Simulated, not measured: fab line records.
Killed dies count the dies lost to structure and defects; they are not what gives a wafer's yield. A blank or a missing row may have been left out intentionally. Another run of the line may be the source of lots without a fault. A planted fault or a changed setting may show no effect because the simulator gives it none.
Lot-split experiment -- flow n5 finfet -- 7 lots, 39 wafers read, on a route of 1938 steps

== ON THE SPLIT ==
At N5_BEOL_M2_DEP_57 (deposits SiCN from 3MS/NH3, target thk 8 nm, time 14 s), the setting target thk a was moved away from the recipe's 80 angstrom on 15 of the 39 wafers read, by -50.5% to +44.3%. All remaining wafers had this setting at the recipe value.

The reading is taken at the split's own step.

== THE READING ==
SiCN_of_BEOL_M2_DEP_57.thk nm (the simulator's own value, which no gauge read), in nm, at N5_BEOL_M2_DEP_57 (deposits SiCN from 3MS/NH3, target thk 8 nm, time 14 s). No usual value for it is given in the file. Across the 24 wafers here that went through the recipe, the average is 8.0 nm and the standard deviation 0.15 nm.

wafer,"tool, chamber at the split","target thk a as run, angstrom",against the recipe,"SiCN_of_BEOL_M2_DEP_57.thk nm, nm",against lot-mates on the recipe
L077.1,"pecvd-02, 1",80,recipe,8,-
L077.2,"pecvd-02, 0,1",51.47,-35.7%,5.2,-2.9
L077.4,"pecvd-02, 0,1",51.47,-35.7%,5.2,-2.9
L077.3,"pecvd-02, 2",51.47,-35.7%,5.4,-2.7
L077.5,"pecvd-02, 2,0",80,recipe,8.2,-
L077.6,"pecvd-02, 2,0",80,recipe,8.2,-
L081.1,"pecvd-02, 0,2",80,recipe,8,-
L081.2,"pecvd-02, 0,2",80,recipe,8,-
L081.4,"pecvd-02, 0",80,recipe,8.2,-
L080.1,"pecvd-01, 0",80,recipe,8.2,-
L080.6,"pecvd-01, 0",80,recipe,8.2,-
L080.2,"pecvd-01, 2,1",41.88,-47.6%,4.2,-3.9
L080.3,"pecvd-01, 2,1",41.88,-47.6%,4.2,-3.9
L080.4,"pecvd-01, 2",80,recipe,8,-
L080.5,"pecvd-01, 1",41.88,-47.6%,3.8,-4.3
L084.1,"pecvd-02, 1",80,recipe,7.8,-
L084.2,"pecvd-02, 0",52.86,-33.9%,5.2,-2.7
L084.3,"pecvd-02, 0,1",80,recipe,8,-
L084.5,"pecvd-02, 0,1",80,recipe,8,-
L084.4,"pecvd-02, 1,0",52.86,-33.9%,5.4,-2.5
L084.6,"pecvd-02, 1,0",52.86,-33.9%,5.4,-2.5
L089.1,"pecvd-01, 1",115.4,+44.3%,11.6,+3.6
L089.6,"pecvd-01, 1",115.4,+44.3%,11.6,+3.6
L089.2,"pecvd-01, 2",80,recipe,7.8,-
L089.3,"pecvd-01, 0",115.4,+44.3%,11.8,+3.8
L089.4,"pecvd-01, 0",80,recipe,8.2,-
L089.5,"pecvd-01, 2",80,recipe,8,-
L091.1,"pecvd-03, 0",39.58,-50.5%,3.8,-4.0
L091.6,"pecvd-03, 0",39.58,-50.5%,3.8,-4.0
L091.2,"pecvd-03, 1,2,1",80,recipe,7.8,-
L091.3,"pecvd-03, 1,2,1",80,recipe,7.8,-
L091.4,"pecvd-03, 1,2,1",80,recipe,7.8,-
L091.5,"pecvd-03, 2",39.58,-50.5%,4.2,-3.6
L093.1,"pecvd-02, 2,0,2,1",80,recipe,8.2,-
L093.3,"pecvd-02, 2,0,2,1",80,recipe,8.2,-
L093.4,"pecvd-02, 2,0,2,1",80,recipe,8.2,-
L093.5,"pecvd-02, 2,0,2,1",80,recipe,8.2,-
L093.2,"pecvd-02, 1,0",80,recipe,8,-
L093.6,"pecvd-02, 1,0",80,recipe,8,-
When a row names more than one chamber, that row covers several wafers, and the file does not tell which wafer ran in which chamber.

THE FIT
A straight line over all 39 wafers: SiCN_of_BEOL_M2_DEP_57.thk nm changes by +0.0814 nm for each +1% of target thk a; r = +1.00; the points scatter about the line by 0.16 nm.
The same after taking each lot's own level away (the mean of its wafers on the recipe; 39 wafers): +0.0809 nm for each +1%; r = +1.00; scatter 0.15 nm.
According to that fit, moving target thk a by its largest amount changes the reading by 4.1 nm.
From 7.80 to 8.13 nm: that is the span of the lots' own levels, equal to 2.2 times the standard deviation above.
Hence the lot-to-lot level has little effect on the slope; both slopes agree.
Check: for one of the wafers moved furthest among these (-50.5%), held out of the fit, the line's prediction against its lot-mates is -4.07 nm. It came out at -4 nm against them.

== OTHER SPLITS APPLIED TO THESE WAFERS ==
Before the reading, these wafers also passed through other splits. Each is held against what the fit with the lots' levels taken away leaves over:
other split on the same wafers,wafers away from the commonest value,r with SiCN_of_BEOL_M2_DEP_57.thk nm (lot level and that fit taken away)
N5_PMOS_HMC_CHANNEL_EPI_DESCUM_14 time s,18,+0.06
N5_SD_EPI_N_ETCH_45 target depth a,12,-0.04
N5_HKMG_FIN_HK_ALD_01 ald cycles,18,-0.35
N5_MOL_CONTACT_COAG_SPUTTER_143 target thk a,15,-0.06

== THE FILE'S OWN FIT ==
SiCN_of_BEOL_M2_DEP_57.thk nm changes by +0.0806 nm for each +1% of target thk a, r = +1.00.
